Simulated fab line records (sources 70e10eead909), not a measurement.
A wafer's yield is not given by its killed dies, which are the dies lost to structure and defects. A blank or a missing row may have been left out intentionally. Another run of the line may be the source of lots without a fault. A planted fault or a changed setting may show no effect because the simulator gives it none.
fab line records	flow nand-harc
record: lots: 6	wafers: 16	last-day: 33
route steps=1302 shown A_CHANNEL_HOLE_D1@455 END@1302
lots untouched by any fault: they come from a run of this same line in which no faults occurred
start-h: hours from the record's opening day to when the first of the lot's shown wafers began	wait-h: hours since the lot's step before	" as in the row above	L1.1+2: one row covering several wafers at once	- no value present, or no start provided	* or withheld: withheld	< > ~ a bound
route shown NAME@n: a module of which the file shows steps, and the number in the route of the first	usual: mean/standard deviation of fault-free wafers	same: alike in all rows	chamber/n: place in a boat	sites: per-site readings	_std_site: how widely they spread, as a standard deviation	_edge_site: outer sites' mean less inner sites'	radius-mm: for every site, how far away it sits from the centre of the wafer	mask NAME#n: copy n	behind: the most recent tool/chamber to have shaped the wafer	hold: reason for holding the lot/hours on hold/outcome of the hold	device: whichever transistor did not switch (one of n, p or np)	end of line: the tests these same wafers got at the end of their route	where a step has no rows: the recipe by itself	killed: dies lost to structure and defects at the first sort, not the wafer's yield	map: a wafer's dies, marking killed ones x, the rest . and places with no die _
set.NAME: setting as actually run; set.NAME@STEP: the setting as run at that earlier step	model.NAME: the simulator's own value behind a step, which no gauge read
lots at selected steps of the route; one table per step, one row per wafer
services: from which hour (start-h, from the record's first day; less than 0 if before it) a tool's chamber was out of use, for how many hours, and why
== steps ==
step: NHARC_A_CHANNEL_HOLE_D1_COAT_37
recipe: temp-c: 225	time-s: 65
step: NHARC_A_CHANNEL_HOLE_D1_COAT_04
recipe: spin-rpm: 1500	resist-thk-nm: 90
step: NHARC_A_CHANNEL_HOLE_D1_SOFTBAKE_05
recipe: temp-c: 105	time-s: 55
step: NHARC_A_CHANNEL_HOLE_D1_EBR_06
step: NHARC_A_CHANNEL_HOLE_D1_EXPOSE_07
recipe: na: 1.35	target-cd-nm: 100	sigma-outer: 0.3	dose-mj: 59.65	mask-id: HOLE_D1
step: NHARC_A_CHANNEL_HOLE_D1_PEB_08
recipe: peb-temp-c: 100	peb-time-s: 65
step: NHARC_A_CHANNEL_HOLE_D1_DEVELOP_09
recipe: develop-time-s: 35	dev-temp-c: 23
step: NHARC_A_CHANNEL_HOLE_D1_CD_MEAS_10
recipe: target-cd-nm: 100	landing-energy-ev: 500
usual: cd-nm: 100.0/0.46
lot.wafer	tool	chamber	start-h	wait-h	cd-nm
L639.3	cd-sem-03	0	182.49	-	100.4
L639.4	"	0	"	"	100.1
L639.5	"	0	"	"	99.1
L641.4	cd-sem-03	0	213.48	-	99.7
L641.5	"	0	"	"	100.1
L641.6	"	0	"	"	99.7
L649.3	cd-sem-02	0	287.81	-	100.0
L649.4	"	0	"	"	100.5
L650.1	cd-sem-01	0	296.74	-	100.5
L650.4	"	0	"	"	100.0
L656.2	cd-sem-02	0	366.80	-	100.4
L656.5	"	0	"	"	100.5
L656.6	"	0	"	"	100.3
L658.2	cd-sem-01	0	388.87	-	99.6
L658.5	"	0	"	"	99.9
L658.6	"	0	"	"	99.9
step: NHARC_A_CHANNEL_HOLE_D1_OVL_MEAS_11
usual: overlay-x-nm: 0.0/0.8	overlay-y-nm: -0.4/0.84
lot.wafer	tool	chamber	start-h	wait-h	overlay-x-nm	overlay-y-nm
L639.3	overlay-02	-	182.57	-	0.3	0.2
L639.4	"	-	"	"	0.8	0.1
L639.5	"	-	"	"	0.1	-0.8
L641.4	overlay-01	-	213.56	-	-0.4	0.7
L641.5	"	-	"	"	-0.6	0.7
L641.6	"	-	"	"	-0.5	0.4
L649.3	overlay-02	-	287.90	-	-0.2	-0.9
L649.4	"	-	"	"	-0.1	-1.1
L650.1	overlay-01	-	296.83	-	-0.3	-1.5
L650.4	"	-	"	"	-0.4	-1.8
L656.2	overlay-01	-	366.89	-	-1.0	-1.6
L656.5	"	-	"	"	-0.7	-1.3
L656.6	"	-	"	"	-0.6	-1.3
L658.2	overlay-02	-	388.96	-	0.5	-0.6
L658.5	"	-	"	"	-0.1	-0.4
L658.6	"	-	"	"	0.1	-0.8
step: NHARC_A_CHANNEL_HOLE_D1_INSPECT_12
usual: raw-defect-count: 5.3/2.7
lot.wafer	tool	chamber	start-h	wait-h	raw-defect-count
L639.3	defect-inspect-02	-	182.61	0.0	5
L639.4	"	-	"	"	10
L639.5	"	-	"	"	4
L641.4	defect-inspect-01	-	213.60	0.0	5
L641.5	"	-	"	"	11
L641.6	"	-	"	"	5
L649.3	defect-inspect-02	-	287.93	0.0	1
L649.4	"	-	"	"	4
L650.1	defect-inspect-01	-	296.87	0.0	5
L650.4	"	-	"	"	11
L656.2	defect-inspect-01	-	366.92	0.0	4
L656.5	"	-	"	"	4
L656.6	"	-	"	"	3
L658.2	defect-inspect-02	-	388.99	0.0	6
L658.5	"	-	"	"	6
L658.6	"	-	"	"	2
step: NHARC_A_CHANNEL_HOLE_D1_DESCUM_15
recipe: time-s: 3	o2-flow-sccm: 200	ar-flow-sccm: 0	bias-power-w: 0	chemistry: O2
usual: drypump-motor-current-A: 5.8/0.47	oes-product-au: 1.003/0.0091	rf-vpp-V: 57.5/0.85	showerhead-plenum-p-Torr: 1.89/0.093	throttle-valve-pct: 11.311/0.0098
lot.wafer	tool	chamber	start-h	wait-h	drypump-motor-current-A	oes-product-au	rf-hours-counter-h	rf-vpp-V	showerhead-plenum-p-Torr	throttle-valve-pct
L639.4	rie-diel-13	2	182.70	0.1	5.7	1.007	3	58.4	2.08	11.300
L639.3	"	1	"	"	6.6	1.023	3	58.2	2.06	11.307
L639.5	"	3	"	"	5.9	1.019	-	55.8	1.81	11.309
L641.4	rie-diel-01	0	213.68	0.1	5.6	1.007	0	56.1	1.91	11.315
L641.5	"	1	"	"	6.5	0.993	-	57.1	1.82	11.321
L641.6	"	2	"	"	5.1	0.997	-	57.0	1.81	11.306
L649.4	rie-diel-01	3	288.00	0.1	5.3	1.002	5	57.9	1.96	11.299
L649.3	"	0	"	"	5.6	1.009	5	58.5	1.91	11.315
L650.4	rie-diel-01	1	296.93	0.1	6.5	0.996	6	57.2	1.82	11.308
L650.1	"	2	"	"	5.1	0.993	7	56.5	1.81	11.307
L656.2	rie-diel-05	2	367.02	0.1	5.8	1.023	46	57.5	1.87	11.270
L656.6	"	0	"	"	5.6	1.007	-	56.7	1.77	11.291
L656.5	"	1	"	"	6.2	0.993	-	57.5	2.06	11.313
L658.2	rie-diel-13	2	389.05	0.1	5.8	1.021	15	57.8	2.05	11.313
L658.6	"	2	"	"	5.7	1.003	-	58.1	2.05	11.313
L658.5	"	3	"	"	5.9	1.009	-	57.0	1.79	11.316
step: NHARC_A_CHANNEL_HOLE_D1_ETCH_38
recipe: target-depth-a: 390	over-etch-frac: 0.3	time-s: 65	ion-energy-ev: 80	cf4-flow-sccm: 150	ar-flow-sccm: 0	rf-w: 300	bias-w: 100	chemistry: CF4
usual: cf4-flow-sccm: 150.1/0.51	drypump-motor-current-A: 5.8/0.48	oes-product-au: 1.002/0.0096	rf-vpp-V: 150.9/1.3	run-length-s: 86.1/0.35	showerhead-plenum-p-Torr: 1.74/0.079	throttle-valve-pct: 13.282/0.009
lot.wafer	tool	chamber	start-h	wait-h	cf4-flow-sccm	drypump-motor-current-A	oes-product-au	rf-hours-counter-h	rf-vpp-V	run-length-s	showerhead-plenum-p-Torr	throttle-valve-pct
L639.4	rie-diel-13	1	182.94	0.2	149.5	6.6	1.014	3	153.8	86.1	1.89	13.279
L639.3	"	2	"	"	150.4	5.7	1.014	3	152.1	86.1	1.91	13.276
L639.5	"	0	"	"	150.5	5.6	0.987	-	150.5	85.5	1.69	13.285
L641.4	rie-diel-01	1	213.75	0.1	149.7	6.5	0.994	0	151.1	85.9	1.69	13.280
L641.6	"	0	"	"	150.3	5.6	0.995	-	151.7	86.1	1.77	13.284
L641.5	"	1	"	"	149.5	6.5	0.992	-	150.4	86.5	1.69	13.269
L649.4	rie-diel-01	2	288.09	0.1	150.5	5.2	0.992	5	151.0	86.3	1.68	13.280
L649.3	"	3	"	"	149.4	5.3	1.007	5	151.9	86.2	1.81	13.282
L650.1	rie-diel-01	2	297.02	0.1	149.8	5.1	0.996	7	149.4	86.1	1.68	13.272
L650.4	"	0	"	"	149.6	5.7	1.003	6	149.5	85.9	1.76	13.293
L656.2	rie-diel-05	3	367.11	0.1	149.9	6.0	1.011	30	151.6	86.5	1.76	13.282
L656.6	"	0	"	"	150.3	5.6	1.021	-	149.4	86.6	1.64	13.289
L656.5	"	1	"	"	150.9	6.2	0.994	-	152.0	85.8	1.90	13.282
L658.2	rie-diel-13	3	389.14	0.1	150.7	5.9	1.006	8	150.1	86.8	1.66	13.300
L658.5	"	3	"	"	150.0	5.9	0.995	-	150.2	87.4	1.66	13.277
L658.6	"	0	"	"	150.3	5.6	1.004	-	151.0	85.4	1.67	13.292
step: NHARC_A_CHANNEL_HOLE_D1_ETCH_39
recipe: target-depth-a: 2600	over-etch-frac: 0.3	time-s: 325	ion-energy-ev: 200	n2-flow-sccm: 150	h2-flow-sccm: 150	ar-flow-sccm: 0	rf-w: 400	bias-w: 150	chemistry: N2/H2
usual: drypump-motor-current-A: 5.7/0.44	oes-product-au: 1.002/0.01	rf-vpp-V: 429.7/3	run-length-s: 346.1/0.37	showerhead-plenum-p-Torr: 2.01/0.1	throttle-valve-pct: 14.171/0.0088
lot.wafer	tool	chamber	start-h	wait-h	drypump-motor-current-A	oes-product-au	rf-hours-counter-h	rf-vpp-V	run-length-s	showerhead-plenum-p-Torr	throttle-valve-pct
L639.3	rie-diel-13	0	183.12	-	5.6	0.984	4	429.1	345.5	1.94	14.183
L639.4	"	1	"	"	6.6	1.009	3	435.7	346.5	2.20	14.183
L639.5	"	0	"	"	5.6	0.985	-	428.0	345.4	1.94	14.189
L641.4	rie-diel-01	0	213.84	-	5.7	0.996	0	430.0	346.0	2.04	14.181
L641.5	"	0	"	"	5.7	0.995	-	430.3	345.8	2.04	14.176
L641.6	"	1	"	"	6.5	0.988	-	428.9	345.9	1.94	14.183
L649.4	rie-diel-01	1	288.19	-	6.5	1.000	5	428.4	346.0	1.94	14.167
L649.3	"	2	"	"	5.1	0.996	6	428.0	325.4	1.93	14.180
L650.1	rie-diel-01	1	297.16	-	6.5	0.994	6	427.1	325.0	1.94	14.165
L650.4	"	2	"	"	5.1	0.981	7	427.4	346.2	1.93	14.168
L656.2	rie-diel-05	1	367.20	-	6.1	0.992	44	434.0	346.1	2.20	14.181
L656.5	"	0	"	"	5.6	1.018	-	425.7	345.7	1.88	14.179
L656.6	"	1	"	"	6.1	0.990	-	435.2	345.9	2.20	14.175
L658.2	rie-diel-13	3	389.25	-	5.9	1.006	8	428.2	347.1	1.90	14.170
L658.6	"	2	"	"	5.7	0.992	-	434.3	346.2	2.19	14.188
L658.5	"	3	"	"	5.9	1.004	-	426.6	347.6	1.90	14.172
step: NHARC_A_CHANNEL_HOLE_D1_ETCH_34
recipe: target-depth-a: 1540	time-s: 77	cf4-flow-sccm: 100	chf3-flow-sccm: 30	ar-flow-sccm: 0	rf-w: 500	bias-w: 200	chemistry: CF4/CHF3
usual: cf4-flow-sccm: 100.0/0.31	drypump-motor-current-A: 5.8/0.46	oes-product-au: 0.957/0.021	rf-vpp-V: 370.0/2.6	run-length-s: 98.1/0.37	showerhead-plenum-p-Torr: 1.55/0.073	throttle-valve-pct: 16.801/0.0092
lot.wafer	tool	chamber	start-h	wait-h	cf4-flow-sccm	drypump-motor-current-A	oes-product-au	rf-hours-counter-h	rf-vpp-V	run-length-s	showerhead-plenum-p-Torr	throttle-valve-pct
L639.4	rie-diel-13	0	-	-	100.1	5.6	0.944	4	368.7	97.4	1.51	16.793
L639.3	"	1	"	"	100.0	6.6	0.961	3	373.9	98.1	1.68	16.797
L639.5	"	0	"	"	100.6	5.6	0.952	-	369.8	97.4	1.51	16.808
L641.4	rie-diel-01	2	-	-	99.9	5.2	0.944	0	368.1	98.4	1.50	16.801
L641.6	"	0	"	"	100.3	5.6	0.971	-	370.1	97.8	1.57	16.791
L641.5	"	1	"	"	100.5	6.5	0.959	-	367.5	98.3	1.50	16.812
L649.3	rie-diel-01	0	-	-	100.1	5.6	0.935	5	368.6	97.8	1.57	16.795
L649.4	"	1	"	"	100.3	6.5	0.921	5	368.4	98.6	1.50	16.790
L650.4	rie-diel-01	0	-	-	99.8	5.6	0.980	6	371.1	98.4	1.57	16.789
L650.1	"	1	"	"	100.4	6.5	0.955	6	368.5	97.8	1.50	16.812
L656.2	rie-diel-05	0	-	-	99.9	5.6	0.967	43	367.7	97.8	1.46	16.810
L656.5	"	3	"	"	99.6	6.0	0.989	-	370.1	98.4	1.56	16.818
L656.6	"	0	"	"	100.2	5.6	0.971	-	367.4	98.0	1.46	16.809
L658.2	rie-diel-13	3	-	-	100.4	5.9	0.964	8	367.3	99.2	1.48	16.792
L658.6	"	3	"	"	99.8	5.9	0.955	-	366.7	99.0	1.48	16.799
L658.5	"	0	"	"	100.3	5.6	0.966	-	367.9	97.5	1.49	16.798
step: NHARC_END_SORT_01
recipe: temp-c: 25
usual: killed-at-array: 49/19	killed-at-other: 0.9/1.1	killed-at-periphery: 4.0/2.7	killed-dies: 54/19	killed-open: 3.3/1.8	killed-short: 2.6/1.6
same: gross-dies: 677
lot.wafer	tool	chamber	start-h	wait-h	killed-at-array	killed-at-other	killed-at-periphery	killed-dies	killed-open	killed-short
L639.3	prober-02	0	568.98	3.1	61	1	5	67	2	1
L639.4	prober-02	0	569.78	3.4	74	0	7	81	2	2
L639.5	prober-02	0	570.58	3.7	83	0	9	92	1	1
L641.4	prober-01	0	577.70	3.4	50	0	6	56	2	3
L641.5	prober-01	0	578.50	3.7	44	0	7	51	4	4
L641.6	prober-01	0	579.31	4.0	55	0	3	58	3	3
L649.3	prober-02	0	671.93	3.1	39	0	6	45	4	3
L649.4	prober-02	0	672.72	3.4	31	0	4	35	1	5
L650.1	prober-02	0	685.57	2.5	34	3	0	37	1	2
L650.4	prober-02	0	687.95	3.4	40	1	4	45	5	3
L656.2	prober-01	0	748.17	2.8	54	0	5	59	5	1
L656.5	prober-01	0	750.61	3.8	55	1	3	59	6	2
L656.6	prober-01	0	751.42	4.1	44	1	7	52	3	5
L658.2	prober-02	0	787.85	2.8	42	0	4	46	1	1
L658.5	prober-02	0	790.24	3.7	56	0	1	57	3	2
L658.6	prober-02	0	791.04	4.0	44	1	7	52	9	2
killed by level:class
L639.3 A_SLIT:chamber-film-flake=25 A_CHANNEL_HOLE_D2:chamber-film-flake=14 A_CHANNEL_HOLE_D1:chamber-film-flake=9 A_CONTACT:chamber-film-flake=5 P_GATE:chamber-film-flake=2 A_STAIRCASE:chamber-film-flake=2 A_WL_FILL:chamber-film-flake=2 A_ONON_D1:geometric-particle:open=1
L639.4 A_CHANNEL_HOLE_D2:chamber-film-flake=25 A_CHANNEL_HOLE_D1:chamber-film-flake=21 A_SLIT:chamber-film-flake=16 A_ZERO_WELL:chamber-film-flake=5 A_CONTACT:chamber-film-flake=3 P_ZERO_WELL:chamber-film-flake=2 P_CONTACT:chamber-film-flake=2 P_CONTACT:geometric-particle:short=1
L639.5 A_CHANNEL_HOLE_D1:chamber-film-flake=33 A_CHANNEL_HOLE_D2:chamber-film-flake=26 A_SLIT:chamber-film-flake=15 P_CONTACT:chamber-film-flake=7 A_STAIRCASE:chamber-film-flake=3 A_WL_FILL:chamber-film-flake=2 A_SOURCE_PLATE:geometric-particle:open=1 A_CHANNEL_FILL_D2:geometric-particle:short=1
L641.4 A_SLIT:chamber-film-flake=24 A_STAIRCASE:chamber-film-flake=9 A_CHANNEL_HOLE_D2:chamber-film-flake=6 A_CHANNEL_HOLE_D1:chamber-film-flake=5 P_GATE:chamber-film-flake=4 A_CONTACT:chamber-film-flake=2 P_CONTACT:geometric-particle:short=1 P_M0:geometric-particle:open=1
L641.5 A_SLIT:chamber-film-flake=21 A_CHANNEL_HOLE_D1:chamber-film-flake=7 A_CHANNEL_HOLE_D2:chamber-film-flake=4 A_STAIRCASE:chamber-film-flake=4 P_GATE:chamber-film-flake=3 A_ONON_D1:geometric-particle:open=2 A_CHANNEL_FILL_D2:geometric-particle:short=2 P_M1:geometric-particle:short=1
L641.6 A_SLIT:chamber-film-flake=19 A_CHANNEL_HOLE_D2:chamber-film-flake=10 A_STAIRCASE:chamber-film-flake=8 A_CHANNEL_HOLE_D1:chamber-film-flake=7 A_CONTACT:chamber-film-flake=3 A_WL_FILL:geometric-particle:open=2 A_CHANNEL_FILL_D2:geometric-particle:short=1 A_SGD_CUT:geometric-particle:short=1
L649.3 A_CHANNEL_HOLE_D2:chamber-film-flake=10 A_CHANNEL_HOLE_D1:chamber-film-flake=9 A_BONDPAD:chamber-film-flake=7 P_CONTACT:chamber-film-flake=3 A_CHANNEL_FILL_D1:geometric-particle:open=2 A_CHANNEL_FILL_D1:chamber-film-flake=2 A_CHANNEL_FILL_D2:chamber-film-flake=2 A_STAIRCASE:chamber-film-flake=2
L649.4 A_CHANNEL_HOLE_D2:chamber-film-flake=9 A_CHANNEL_HOLE_D1:chamber-film-flake=4 A_BONDPAD:chamber-film-flake=4 P_CONTACT:chamber-film-flake=3 A_CHANNEL_FILL_D2:chamber-film-flake=3 A_CHANNEL_FILL_D1:geometric-particle:short=2 A_STAIRCASE:chamber-film-flake=2 P_M0:geometric-particle:short=1
L650.1 A_CHANNEL_HOLE_D1:chamber-film-flake=19 A_WL_FILL:chamber-film-flake=4 A_STAIRCASE:chamber-film-flake=3 A_DECK1_JOINT:chamber-film-flake=2 A_CONTACT:chamber-film-flake=2 THIN_TSV:chamber-film-flake=2 A_ONON_D1:geometric-particle:short=1 A_M0:geometric-particle:short=1
L650.4 A_CHANNEL_HOLE_D1:chamber-film-flake=23 A_WL_FILL:chamber-film-flake=4 P_GATE:geometric-particle:open=3 A_CHANNEL_FILL_D1:chamber-film-flake=3 A_CONTACT:chamber-film-flake=3 A_STAIRCASE:chamber-film-flake=2 P_M1:geometric-particle:open=1 A_ONON_D2:geometric-particle:open=1
L656.2 A_CHANNEL_HOLE_D1:chamber-film-flake=23 A_STAIRCASE:chamber-film-flake=7 A_CONTACT:chamber-film-flake=7 A_SLIT:chamber-film-flake=4 A_CHANNEL_HOLE_D2:chamber-film-flake=3 P_M0:geometric-particle:open=2 A_M0:geometric-particle:open=2 A_DECK1_JOINT:chamber-film-flake=2
L656.5 A_CHANNEL_HOLE_D1:chamber-film-flake=27 A_CHANNEL_HOLE_D2:chamber-film-flake=6 A_WL_FILL:chamber-film-flake=5 A_SLIT:chamber-film-flake=5 A_BLC:geometric-particle:open=2 A_STAIRCASE:chamber-film-flake=2 A_CONTACT:chamber-film-flake=2 P_M1:geometric-particle:short=1
L656.6 A_CHANNEL_HOLE_D1:chamber-film-flake=19 A_BONDPAD:chamber-film-flake=7 A_CONTACT:chamber-film-flake=6 A_SGD_CUT:geometric-particle:short=3 P_M2:chamber-film-flake=3 A_CHANNEL_HOLE_D2:chamber-film-flake=3 P_M0:geometric-particle:open=1 P_M1:geometric-particle:open=1
L658.2 A_CHANNEL_HOLE_D2:chamber-film-flake=22 A_CHANNEL_HOLE_D1:chamber-film-flake=5 A_CHANNEL_HOLE_D1:unspecified=3 A_SLIT:chamber-film-flake=3 A_CONTACT:chamber-film-flake=3 P_GATE:chamber-film-flake=2 A_CHANNEL_FILL_D1:chamber-film-flake=2 P_CONTACT:geometric-particle:open=1
L658.5 A_CHANNEL_HOLE_D2:chamber-film-flake=30 A_SLIT:chamber-film-flake=13 A_CONTACT:chamber-film-flake=5 A_CHANNEL_FILL_D2:geometric-particle:short=2 A_ONON_D1:geometric-particle:open=1 A_CHANNEL_HOLE_D1:geometric-particle:open=1 A_DECK1_JOINT:geometric-particle:open=1 P_GATE:chamber-film-flake=1
L658.6 A_CHANNEL_HOLE_D2:chamber-film-flake=20 A_SLIT:chamber-film-flake=9 P_GATE:chamber-film-flake=4 A_STAIRCASE:chamber-film-flake=3 A_CHANNEL_FILL_D2:geometric-particle:open=2 A_WL_FILL:chamber-film-flake=2 P_GATE:geometric-particle:open=1 P_CONTACT:geometric-particle:open=1
== services ==
tool	chamber	start-h	hours	kind
rie-diel-13	-	165.10	9.0	pm
rie-diel-01	0	182.80	-	clean
rie-diel-01	1	182.80	-	clean
rie-diel-01	2	182.80	-	clean
rie-diel-01	3	182.80	-	clean
rie-diel-01	-	203.84	9.0	pm
rie-diel-01	0	203.84	9.0	vent-cycle
rie-diel-01	1	203.84	9.0	vent-cycle
rie-diel-01	2	203.84	9.0	vent-cycle
rie-diel-01	3	203.84	9.0	vent-cycle
rie-diel-01	0	212.84	-	clean
rie-diel-01	1	212.84	-	clean
rie-diel-01	2	212.84	-	clean
rie-diel-01	3	212.84	-	clean
rie-diel-01	-	225.73	0.3	repair
rie-diel-05	-	230.60	9.0	pm
rie-diel-01	0	237.35	-	clean
rie-diel-01	1	237.35	-	clean
rie-diel-01	2	237.35	-	clean
rie-diel-01	3	237.35	-	clean
rie-diel-01	1	334.25	12.9	repair
rie-diel-13	-	342.15	9.0	pm
rie-diel-13	3	367.62	6.2	repair
rie-diel-01	-	380.84	9.0	pm
== key ==
first-sign: step: NHARC_A_CHANNEL_HOLE_D1_ETCH_39	reading: run-length-s	direction: down	sigmas: 56	usual: *	struck: *
effect none on later readings
met-at NHARC_A_CHANNEL_HOLE_D1_ETCH_39
struck-wafers L649.3,L650.1
tester-left-out L649,L650
onset-between 213.84 288.19
fault: kind: process-parameter-drift	tool: rie-diel-01	chamber: -	onset-h: 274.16	steps: NHARC_A_CHANNEL_HOLE_D1_ETCH_39	channel: time-s	offset: *	shape: step	end-h: 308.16	scope: struck-wafers-only	acts-in: *	stated: *
tester-left-out: of these lots the tester's yield and bins aren't shown, on N5 and GAA mostly nor the transistor test; their killed dies are dies lost to structure and defects alone, not to doping, threshold or leakage, so they don't give the yield
